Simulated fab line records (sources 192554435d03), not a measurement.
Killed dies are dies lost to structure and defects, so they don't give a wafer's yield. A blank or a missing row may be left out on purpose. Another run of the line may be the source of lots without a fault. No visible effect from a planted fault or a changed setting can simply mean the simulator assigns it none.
Which of the tools did it? ; flow n5-finfet ; 72 wafers from 24 lots sampled at 6 of the route's 1938 steps

## WHAT THE GAUGES SHOWED, per wafer
The record lacks any reading of a measuring or inspecting step that a usual standard deviation could be used to judge.

## WHICH TOOL RAN EACH LOT (tool, then ch and the chambers of the sampled wafers, then the start)
lot;N5_BEOL_M4_DESCUM_16;N5_BEOL_M4_DEGAS_44;N5_BEOL_M4_SPUTTER_81;N5_BEOL_M4_SPUTTER_86;N5_BEOL_M4_ANNEAL_89;N5_BEOL_M4_ANNEAL_93
L074;rie-diel-05 ch 0,3, day 7 09:15;pvd-sputter-01, day 7 13:50;pvd-sputter-02, day 7 15:13;pvd-sputter-02, day 7 15:26;pvd-sputter-02, day 7 15:44;pvd-sputter-02, day 7 16:10
L075;rie-diel-05 ch 0,1, day 7 21:56;pvd-sputter-03, day 8 01:17;pvd-sputter-01, day 8 02:28;pvd-sputter-01, day 8 02:41;pvd-sputter-01, day 8 02:59;pvd-sputter-01, day 8 03:26
L076;rie-diel-05 ch 2,3, day 8 17:42;pvd-sputter-03, day 8 20:35;pvd-sputter-03, day 8 21:51;pvd-sputter-03, day 8 22:04;pvd-sputter-03, day 8 22:22;pvd-sputter-03, day 8 22:49
L077;rie-diel-06 ch 0,2,3, day 8 20:55;pvd-sputter-02, day 9 01:16;pvd-sputter-01, day 9 02:23;pvd-sputter-01, day 9 02:36;pvd-sputter-01, day 9 02:54;pvd-sputter-01, day 9 03:20
L080;rie-diel-05 ch 0,2,3, day 8 21:14;pvd-sputter-01, day 9 01:35;pvd-sputter-02, day 9 02:56;pvd-sputter-02, day 9 03:10;pvd-sputter-02, day 9 03:28;pvd-sputter-02, day 9 03:54
L078;rie-diel-01 ch 0,3, day 8 21:54;pvd-sputter-03, day 9 08:31;pvd-sputter-02, day 9 09:59;pvd-sputter-02, day 9 10:13;pvd-sputter-02, day 9 10:31;pvd-sputter-02, day 9 10:57
L079;rie-diel-06 ch 1,2,3, day 9 03:31;pvd-sputter-03, day 9 10:37;pvd-sputter-02, day 9 12:05;pvd-sputter-02, day 9 12:19;pvd-sputter-02, day 9 12:37;pvd-sputter-02, day 9 13:03
L081;rie-diel-01 ch 1,2,3, day 9 05:01;pvd-sputter-03, day 9 13:04;pvd-sputter-03, day 9 14:16;pvd-sputter-03, day 9 14:29;pvd-sputter-03, day 9 14:47;pvd-sputter-03, day 9 15:13
L083;rie-diel-05 ch 0,1,2, day 9 09:04;pvd-sputter-02, day 9 21:29;pvd-sputter-02, day 10 00:28;pvd-sputter-02, day 10 00:41;pvd-sputter-02, day 10 00:59;pvd-sputter-02, day 10 01:25
L082;rie-diel-05 ch 0,1,2, day 9 09:19;pvd-sputter-02, day 10 01:58;pvd-sputter-01, day 10 04:07;pvd-sputter-01, day 10 04:20;pvd-sputter-01, day 10 04:38;pvd-sputter-01, day 10 05:04
L084;rie-diel-05 ch 0,1,3, day 10 02:22;pvd-sputter-03, day 10 09:33;pvd-sputter-02, day 10 10:55;pvd-sputter-02, day 10 11:08;pvd-sputter-02, day 10 11:26;pvd-sputter-02, day 10 11:53
L085;rie-diel-01 ch 1,2,3, day 10 09:04;pvd-sputter-01, day 10 12:22;pvd-sputter-01, day 10 13:38;pvd-sputter-01, day 10 13:52;pvd-sputter-01, day 10 14:10;pvd-sputter-01, day 10 14:36
L086;rie-diel-05 ch 0,1,3, day 11 01:08;pvd-sputter-02, day 11 06:22;pvd-sputter-03, day 11 07:31;pvd-sputter-03, day 11 07:44;pvd-sputter-03, day 11 08:02;pvd-sputter-03, day 11 08:28
L087;rie-diel-06 ch 1,3, day 11 01:19;pvd-sputter-03, day 11 06:47;pvd-sputter-02, day 11 07:52;pvd-sputter-02, day 11 08:05;pvd-sputter-02, day 11 08:23;pvd-sputter-02, day 11 08:50
L088;rie-diel-05 ch 0,1,2, day 11 02:38;pvd-sputter-03, day 11 10:44;pvd-sputter-01, day 11 11:59;pvd-sputter-01, day 11 12:13;pvd-sputter-01, day 11 12:31;pvd-sputter-01, day 11 12:57
L089;rie-diel-06 ch 0,2,3, day 11 07:51;pvd-sputter-03, day 11 10:54;pvd-sputter-02, day 11 12:29;pvd-sputter-02, day 11 12:43;pvd-sputter-02, day 11 13:01;pvd-sputter-02, day 11 13:27
L091;rie-diel-06 ch 1,2, day 11 14:47;pvd-sputter-01, day 11 17:19;pvd-sputter-02, day 11 18:31;pvd-sputter-02, day 11 18:44;pvd-sputter-02, day 11 19:02;pvd-sputter-02, day 11 19:29
L090;rie-diel-01 ch 0,1, day 11 15:28;pvd-sputter-03, day 11 22:10;pvd-sputter-01, day 11 23:24;pvd-sputter-01, day 11 23:37;pvd-sputter-01, day 11 23:55;pvd-sputter-01, day 12 00:22
L092;rie-diel-06 ch 0,2,3, day 11 23:41;pvd-sputter-01, day 12 07:40;pvd-sputter-02, day 12 09:59;pvd-sputter-02, day 12 10:12;pvd-sputter-02, day 12 10:30;pvd-sputter-02, day 12 10:56
L093;rie-diel-06 ch 0,1,3, day 12 16:28;pvd-sputter-03, day 12 20:41;pvd-sputter-02, day 12 21:58;pvd-sputter-02, day 12 22:11;pvd-sputter-02, day 12 22:29;pvd-sputter-02, day 12 22:56
L095;rie-diel-06 ch 0,2,3, day 12 21:26;pvd-sputter-01, day 13 00:06;pvd-sputter-02, day 13 01:10;pvd-sputter-02, day 13 01:23;pvd-sputter-02, day 13 01:41;pvd-sputter-02, day 13 02:08
L094;rie-diel-06 ch 0,3, day 13 07:45;pvd-sputter-03, day 13 17:43;pvd-sputter-03, day 13 18:56;pvd-sputter-03, day 13 19:09;pvd-sputter-03, day 13 19:27;pvd-sputter-03, day 13 19:53
L096;rie-diel-06 ch 0,3, day 13 09:50;pvd-sputter-02, day 13 17:56;pvd-sputter-02, day 13 19:12;pvd-sputter-02, day 13 19:25;pvd-sputter-02, day 13 19:43;pvd-sputter-02, day 13 20:10
L097;rie-diel-01 ch 0,1,3, day 13 11:31;pvd-sputter-03, day 13 23:02;pvd-sputter-03, day 14 01:50;pvd-sputter-03, day 14 02:04;pvd-sputter-03, day 14 02:22;pvd-sputter-03, day 14 02:48
- N5_BEOL_M4_DESCUM_16: chemistry O2, time 7 s.
- N5_BEOL_M4_DEGAS_44: time 60 s.
- N5_BEOL_M4_SPUTTER_81: material Cu, target thk 4.5 nm, time 8.29 s.
- N5_BEOL_M4_SPUTTER_86: material Cu, target thk 4.5 nm, time 8.29 s.
- N5_BEOL_M4_ANNEAL_89: time 240 s.
- N5_BEOL_M4_ANNEAL_93: time 240 s.

## WHAT THE TOOLS THEMSELVES READ (means of the sampled wafers that have a number; where no wafer has one, the mark that the record gives instead)
N5_BEOL_M4_DESCUM_16. Usual: drypump-motor-current-A 5.7 A, standard deviation 0.44; oes-product-au 0.77 a.u., standard deviation 0.098; rf-vpp-V 243.1 V, standard deviation 1.7; showerhead-plenum-p-Torr 2.08 Torr, standard deviation 0.11; throttle-valve-pct 20.49 %, standard deviation 0.15.
lot;tool;drypump-motor-current-A (A);oes-product-au (a.u.);rf-vpp-V (V);showerhead-plenum-p-Torr (Torr);throttle-valve-pct (%);flag
L074;rie-diel-05;5.2;0.73;242.5;2.01;20.45;
L075;rie-diel-05;5.7;0.83;242.4;2.02;20.56;
L076;rie-diel-05;5.2;0.71;242.7;2.04;20.44;
L077;rie-diel-06;5.7;0.75;244.0;2.13;20.57;
L080;rie-diel-05;5.3;0.71;241.1;1.98;20.49;
L078;rie-diel-01;5.3;0.74;243.1;2.08;20.35;
L079;rie-diel-06;5.7;0.73;242.1;2.08;20.58;
L081;rie-diel-01;5.9;0.70;243.5;2.08;20.41;
L083;rie-diel-05;5.8;0.79;242.3;2.04;20.55;
L082;rie-diel-05;5.8;0.80;242.1;2.04;20.56;
L084;rie-diel-05;5.7;0.80;242.6;2.07;20.54;
L085;rie-diel-01;5.9;0.69;242.4;2.08;20.41;
L086;rie-diel-05;5.7;0.79;242.7;2.06;20.56;
L087;rie-diel-06;5.7;0.83;244.1;2.13;20.44;
L088;rie-diel-05;5.8;0.87;244.5;2.12;20.42;
L089;rie-diel-06;5.8;0.73;242.8;2.12;20.61;
L091;rie-diel-06;5.6;0.77;241.6;2.00;20.47;
L090;rie-diel-01;5.6;0.74;243.7;2.09;20.40;
L092;rie-diel-06;5.8;0.73;243.8;2.12;20.60;
L093;rie-diel-06;5.8;0.79;244.2;2.14;20.51;
L095;rie-diel-06;5.7;0.72;243.2;2.12;20.62;
L094;rie-diel-06;5.9;0.74;244.7;2.19;20.65;
L096;rie-diel-06;5.8;0.75;244.0;2.18;20.63;
L097;rie-diel-01;5.6;0.79;242.9;2.07;20.31;

N5_BEOL_M4_DEGAS_44. Usual: heater-power-w reads 318 W (standard deviation 27).
lot;tool;heater-power-w (W);flag
L074;pvd-sputter-01;323;
L075;pvd-sputter-03;326;
L076;pvd-sputter-03;322;
L077;pvd-sputter-02;322;
L080;pvd-sputter-01;302;
L078;pvd-sputter-03;310;
L079;pvd-sputter-03;331;
L081;pvd-sputter-03;313;
L083;pvd-sputter-02;279;
L082;pvd-sputter-02;296;
L084;pvd-sputter-03;317;
L085;pvd-sputter-01;326;
L086;pvd-sputter-02;322;
L087;pvd-sputter-03;308;
L088;pvd-sputter-03;314;
L089;pvd-sputter-03;321;
L091;pvd-sputter-01;321;
L090;pvd-sputter-03;329;
L092;pvd-sputter-01;322;
L093;pvd-sputter-03;324;
L095;pvd-sputter-01;322;
L094;pvd-sputter-03;315;
L096;pvd-sputter-02;298;
L097;pvd-sputter-03;307;

N5_BEOL_M4_SPUTTER_81. Usual: throttle-valve-pct reads 30.2 % (standard deviation 1.5).
lot;tool;throttle-valve-pct (%);flag
L074;pvd-sputter-02;30.1;
L075;pvd-sputter-01;29.7;
L076;pvd-sputter-03;29.1;
L077;pvd-sputter-01;30.0;
L080;pvd-sputter-02;30.2;
L078;pvd-sputter-02;30.3;
L079;pvd-sputter-02;31.0;
L081;pvd-sputter-03;30.1;
L083;pvd-sputter-02;30.2;
L082;pvd-sputter-01;29.8;
L084;pvd-sputter-02;29.6;
L085;pvd-sputter-01;30.2;
L086;pvd-sputter-03;30.3;
L087;pvd-sputter-02;29.9;
L088;pvd-sputter-01;29.6;
L089;pvd-sputter-02;30.9;
L091;pvd-sputter-02;30.0;
L090;pvd-sputter-01;29.8;
L092;pvd-sputter-02;30.9;
L093;pvd-sputter-02;31.0;
L095;pvd-sputter-02;30.7;
L094;pvd-sputter-03;30.5;
L096;pvd-sputter-02;29.7;
L097;pvd-sputter-03;29.1;

N5_BEOL_M4_SPUTTER_86. Usual: throttle-valve-pct reads 30.2 % (standard deviation 1.5).
lot;tool;throttle-valve-pct (%);flag
L074;pvd-sputter-02;30.3;
L075;pvd-sputter-01;29.8;
L076;pvd-sputter-03;29.1;
L077;pvd-sputter-01;30.1;
L080;pvd-sputter-02;30.1;
L078;pvd-sputter-02;30.3;
L079;pvd-sputter-02;30.8;
L081;pvd-sputter-03;30.2;
L083;pvd-sputter-02;30.1;
L082;pvd-sputter-01;29.7;
L084;pvd-sputter-02;29.4;
L085;pvd-sputter-01;30.3;
L086;pvd-sputter-03;30.4;
L087;pvd-sputter-02;29.9;
L088;pvd-sputter-01;29.5;
L089;pvd-sputter-02;30.9;
L091;pvd-sputter-02;29.9;
L090;pvd-sputter-01;29.7;
L092;pvd-sputter-02;30.9;
L093;pvd-sputter-02;30.8;
L095;pvd-sputter-02;30.7;
L094;pvd-sputter-03;30.4;
L096;pvd-sputter-02;29.6;
L097;pvd-sputter-03;29.3;

N5_BEOL_M4_ANNEAL_89. Usual: heater-power-w reads 795 W (standard deviation 95).
lot;tool;heater-power-w (W);flag
L074;pvd-sputter-02;805;
L075;pvd-sputter-01;814;
L076;pvd-sputter-03;761;
L077;pvd-sputter-01;790;
L080;pvd-sputter-02;815;
L078;pvd-sputter-02;879;
L079;pvd-sputter-02;810;
L081;pvd-sputter-03;786;
L083;pvd-sputter-02;821;
L082;pvd-sputter-01;792;
L084;pvd-sputter-02;810;
L085;pvd-sputter-01;785;
L086;pvd-sputter-03;807;
L087;pvd-sputter-02;764;
L088;pvd-sputter-01;800;
L089;pvd-sputter-02;815;
L091;pvd-sputter-02;821;
L090;pvd-sputter-01;819;
L092;pvd-sputter-02;809;
L093;pvd-sputter-02;814;
L095;pvd-sputter-02;754;
L094;pvd-sputter-03;802;
L096;pvd-sputter-02;871;
L097;pvd-sputter-03;806;

N5_BEOL_M4_ANNEAL_93. Usual: heater-power-w reads 794 W (standard deviation 95).
lot;tool;heater-power-w (W);flag
L074;pvd-sputter-02;793;
L075;pvd-sputter-01;821;
L076;pvd-sputter-03;763;
L077;pvd-sputter-01;798;
L080;pvd-sputter-02;809;
L078;pvd-sputter-02;878;
L079;pvd-sputter-02;824;
L081;pvd-sputter-03;786;
L083;pvd-sputter-02;820;
L082;pvd-sputter-01;799;
L084;pvd-sputter-02;804;
L085;pvd-sputter-01;775;
L086;pvd-sputter-03;802;
L087;pvd-sputter-02;770;
L088;pvd-sputter-01;796;
L089;pvd-sputter-02;812;
L091;pvd-sputter-02;817;
L090;pvd-sputter-01;809;
L092;pvd-sputter-02;820;
L093;pvd-sputter-02;808;
L095;pvd-sputter-02;744;
L094;pvd-sputter-03;795;
L096;pvd-sputter-02;865;
L097;pvd-sputter-03;803;

## THE ANSWER, worked out from the rows above alone
Rule: a lot is off if the mean of its wafers that have a number lies more than 3 standard deviations from the usual mean. A lot without any number at a reading at which 4 lots or more have one is off too. Where the step has rows for the other lots, those lots are counted as sound. The gauges are gone through in route order, then the tools' own readings, and for those a lot's mean is taken as printed above. The first step at which some lot is off is used, and at that step the reading that is off furthest; a lot without a number counts as furthest.
Nothing can be told from this: no lot is off at any reading shown.

## WHAT THE SIMULATOR PUT IN
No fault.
